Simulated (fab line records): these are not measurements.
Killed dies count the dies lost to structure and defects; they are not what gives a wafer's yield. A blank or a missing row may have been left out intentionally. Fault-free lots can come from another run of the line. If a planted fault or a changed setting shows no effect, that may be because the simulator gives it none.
Matching of chambers ; flow nand_harc ; NHARC_P_M2_ETCH_35 on rie_diel-01: 4 sister chambers
The step etches the open film in N2/H2, target depth 40 nm, overetch 12 nm, time 43.94 s. 22 wafers are shown with their chamber, then 11 later ones without.

WAFERS PAIRED WITH THEIR CHAMBERS
wafer;chamber;showerhead_plenum_p_Torr (Torr);drypump_motor_current_A (A);rf_vpp_V (V)
L074.1;2;2.03;5.4;429.2
L074.2;3;2.13;6.4;433.0
L074.6;2;2.03;5.4;429.9
L076.1;0;1.93;5.5;427.1
L076.2;2;2.03;5.4;430.1
L076.5;0;1.93;5.5;427.6
L079.1;2;2.03;5.4;429.1
L079.2;3;2.13;6.4;432.4
L079.5;3;2.13;6.4;433.2
L083.1;0;1.93;5.5;427.3
L083.2;3;2.13;6.4;432.2
L083.5;2;2.02;5.4;428.2
L086.2;3;2.13;6.4;433.4
L086.3;0;1.93;5.5;426.6
L086.6;3;2.13;6.4;432.8
L088.4;2;2.02;5.3;430.2
L088.5;1;2.10;6.5;431.4
L088.6;0;1.93;5.5;427.4
L090.2;0;1.93;5.5;427.6
L090.3;1;2.10;6.5;431.4
L090.6;0;1.93;5.5;426.6
L091.2;1;2.10;6.5;432.5

SIGNATURES, as means of the wafers listed above
reading;chamber 0;chamber 1;chamber 2;chamber 3;scatter within a chamber
showerhead_plenum_p_Torr;1.9300;2.1000;2.0267;2.1300;0.00272
drypump_motor_current_A;5.500;6.500;5.383;6.400;0.0215
rf_vpp_V;427.171;431.767;429.450;432.833;0.573
Rule: for each reading, subtract the chamber's mean from the wafer's reading, divide by that reading's scatter and square the result; add these up over the readings and take the root, which gives the wafer's distance from the chamber. The wafer belongs to the nearest chamber; if the next one is less than 2 further off, it can't be placed. The scatter: take each reading less its chamber's mean, square it, sum over the shown wafers, divide by the number of wafers less the number of chambers, and take the root.

WAFERS MISSING THEIR CHAMBER
wafer;showerhead_plenum_p_Torr (Torr);drypump_motor_current_A (A);rf_vpp_V (V)
L091.3;2.13;6.4;431.8
L091.6;1.93;5.5;427.2
L093.2;1.93;5.5;427.4
L093.3;2.10;6.5;431.9
L093.5;2.10;6.5;433.8
L094.1;2.02;5.4;431.2
L094.3;2.13;6.4;433.0
L094.6;1.93;5.5;427.4
L097.2;2.09;6.5;432.8
L097.4;2.02;5.4;429.6
L097.5;1.93;5.5;428.0

THE CHAMBER EACH PASSED THROUGH
wafer;from the rows above;in truth
L091.3;3;3
L091.6;0;0
L093.2;0;0
L093.3;1;1
L093.5;1;1
L094.1;2;2
L094.3;3;3
L094.6;0;0
L097.2;1;1
L097.4;2;2
L097.5;0;0
Placed correctly: 11 of 11. Can't be placed from these rows: 0. 0 placed wrongly.
